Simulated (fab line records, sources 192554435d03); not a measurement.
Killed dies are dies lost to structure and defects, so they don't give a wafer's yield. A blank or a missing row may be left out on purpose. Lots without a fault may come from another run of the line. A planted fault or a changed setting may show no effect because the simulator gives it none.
Chamber matching | flow n5_finfet | N5_HKMG_FIN_ALD_91 on ald_metal-01: 4 sister chambers
The step deposits TiN, target thk 1 nm, pulse time 1 s, purge time 3 s. 4 wafers are shown with their chamber, then 9 later ones without.

WAFERS WITH THEIR CHAMBER
wafer  | chamber | heater_power_w (W)
L083.1 | 2       | 1013
L089.1 | 1       | 846
L089.3 | 0       | 791
L089.5 | 3       | 927

WAFERS WITHOUT THEIR CHAMBER
wafer  | heater_power_w (W)
L091.1 | 804
L091.5 | 787
L091.6 | 816
L092.4 | 887
L092.5 | 1008
L092.6 | 806
L095.1 | 914
L095.4 | 781
L095.5 | 1003

WHICH CHAMBER EACH WENT THROUGH
wafer  | from the rows above     | in truth
L091.1 | can't be placed: 0 or 1 | 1
L091.5 | 0                       | 0
L091.6 | can't be placed: 0 or 1 | 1
L092.4 | can't be placed: 3 or 1 | 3
L092.5 | 2                       | 2
L092.6 | can't be placed: 0 or 1 | 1
L095.1 | 3                       | 3
L095.4 | 0                       | 0
L095.5 | 2                       | 2
Placed correctly: 5 of 9. Can't be placed from these rows: 4 (the true chamber is among the candidates in 4). Placed wrongly: 0.
How it was worked out, from the rows above alone: a wafer's distance from a chamber is the root of the sum, over the readings, of the square of ((its reading less the chamber's mean) divided by the reading's scatter). The wafer belongs to the nearest chamber; if the next one is less than 2 further off, it can't be placed. A chamber's mean is the mean of its shown wafers. The scatter: with one shown wafer a chamber, the root of the mean of the squares of how far each hidden wafer lies from its nearest shown one.
